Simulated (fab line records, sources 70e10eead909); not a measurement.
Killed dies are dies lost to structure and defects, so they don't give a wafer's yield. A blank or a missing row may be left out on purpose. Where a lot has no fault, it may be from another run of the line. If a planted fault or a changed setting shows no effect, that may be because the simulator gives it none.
Struck lot and sound lot, side by side	flow nand_harc	37 steps out of a route of 1159
Sound: the wafers L436.1, L436.2, L436.5. The struck wafers were L449.1, L449.3, L449.4. The cause comes at the end.
Each step with rows lists, per side, the tool, then ch with its chambers, then its first start. Under that, the readings that differ: sound wafers	struck wafers	difference of the means	sigmas: that difference in standard deviations of wafers without a fault.
alike: same words and numbers on both sides, and readings whose means sit less than 2 such deviations apart. not compared: any withheld reading, any reading some wafer has no value for, any bound like >300 that may hide the same value, and any number with overlapping values for which the record gives no deviation.
The two part at a step that has a row with sigmas, a row that says differs or no value, or rows on one side only. Numbers that don't overlap but have no deviation are shown without sigmas and don't part them. Lack of a reading on every wafer of one side parts them only where that side has two or more wafers.

first, 8 steps without rows for these wafers: NHARC_A_WL_FILL_CVD_03 (deposits W, target thk 40 nm, time 3302 s); NHARC_A_WL_FILL_ETCHBACK_04 (etches the open film in NF3, target depth 60 nm, time 120 s); NHARC_A_WL_FILL_ETCHBACK_05 (etches the open film in Cl2/BCl3, target depth 22 nm, time 60 s); NHARC_A_WL_FILL_STRIP_27 (strips in N2/H2, time 20 s); NHARC_A_WL_FILL_STRIP_28 (strips in post etch residue remover, time 1200 s); NHARC_A_WL_FILL_PRECLEAN_06 (cleans in DIW, time 300 s); NHARC_A_WL_FILL_SRD_07; NHARC_A_WL_FILL_ANNEAL_08 (time 1800 s).
NHARC_A_WL_FILL_ALD_10: deposits SiO2, target thk 50 nm, pulse time 10 s, ald cycles 500.
  sound on ald_hk-01 ch 0,2,3, day 15 19:32; struck on ald_hk-04 ch 1,2,3, day 19 04:38
  alike: heater_power_w, precursor_pulse_height_rel
then, 2 steps without rows for these wafers: NHARC_A_WL_FILL_ETCHBACK_16 (etches the open film in C4F8/O2/Ar, target depth 88 nm, time 17.6 s); NHARC_A_WL_FILL_STRIP_29 (strips in O2, time 20 s).
NHARC_A_WL_FILL_ETCHBACK_17: etches the open film in Cl2/BCl3, target depth 4 nm, time 26.7 s.
  sound on rie_metal-03 ch 0,1, day 15 23:19; struck on rie_metal-03 ch 0,1, day 19 09:28
  alike: drypump_motor_current_A, he_backside_leak_sccm, oes_product_au
  not compared: rf_hours_counter_h
then, 7 steps without rows for these wafers: NHARC_A_WL_FILL_PRECLEAN_18 (cleans in dHF, time 30 s); NHARC_A_WL_FILL_SRD_21; NHARC_A_WL_FILL_CVD_23 (deposits poly-Si, target thk 40 nm, time 800 s); NHARC_A_WL_FILL_ETCHBACK_26 (etches the open film in HBr, target depth 52 nm, time 13.3 s); NHARC_A_WL_FILL_PRECLEAN_30 (cleans in dHF, time 10 s); NHARC_A_WL_FILL_SRD_14; NHARC_A_WL_FILL_ALD_19 (deposits TiN, target thk 2 nm, pulse time 3 s, ald cycles 100).
NHARC_A_WL_FILL_CVD_20: deposits W, target thk 75 nm, time 5064 s.
  sound: cvd_w-01 ch 0; struck: cvd_w-01 ch 0,1
  alike: heater_power_w, throttle_valve_pct
NHARC_A_WL_FILL_CMP_12: polishes, t overpolish 30 s, target thk 75 nm.
  sound on cmp-02 ch 0,1, day 16 17:00; struck on cmp-01 ch 0,1,3, day 19 22:01
  alike: motor_current_A, overpolish_run_s, time_to_endpoint_s
then, 2 steps without rows for these wafers: NHARC_A_WL_FILL_SRD_31; NHARC_A_CONTACT_DEP_24 (deposits SiO2, target thk 500 nm).
NHARC_A_CONTACT_DEP_28: deposits aC, target thk 3600 nm.
  sound on acl_dep-02 ch 0, day 16 19:59; struck on acl_dep-03 ch 0, day 19 23:11
  alike: throttle_valve_pct
NHARC_A_CONTACT_DEP_29: deposits SiON, target thk 70 nm.
  sound on pecvd-02 ch 0,1, day 16 22:13; struck on pecvd-03 ch 0,1, day 20 01:25
  alike: heater_power_w, showerhead_vpp_V
then, 10 steps without rows for these wafers: NHARC_A_CONTACT_DEHYDRATE_32 (time 120 s); NHARC_A_CONTACT_HMDS_33 (time 30 s); NHARC_A_CONTACT_COAT_34 (time 75 s); NHARC_A_CONTACT_COAT_35 (time 65 s); NHARC_A_CONTACT_COAT_36 (resist thk 90 nm); NHARC_A_CONTACT_SOFTBAKE_37 (time 55 s); NHARC_A_CONTACT_EBR_38; NHARC_A_CONTACT_EXPOSE_39 (exposes mask A CC 3); NHARC_A_CONTACT_PEB_40 (peb time 65 s); NHARC_A_CONTACT_DEVELOP_41 (develop time 35 s).
NHARC_A_CONTACT_CD_MEAS_42: target cd 200 nm.
  sound on cd_sem-03 ch 0, day 16 22:56; struck on cd_sem-01 ch 0, day 20 02:11
  alike: cd_nm
-- break in the record here, with 4 days between the starts of the struck wafers on either side (left off in module A_CONTACT, picked up again in module END, where the first step shown is number 1159 on the route) --
NHARC_END_SORT_01:
  at this point the record logs the struck wafers (prober-02 ch 0, day 24 07:42) and has no rows for the sound ones

WHERE THEY PART
At NHARC_END_SORT_01 and nowhere else, as far as this record goes.

WHY: what the simulator had put in
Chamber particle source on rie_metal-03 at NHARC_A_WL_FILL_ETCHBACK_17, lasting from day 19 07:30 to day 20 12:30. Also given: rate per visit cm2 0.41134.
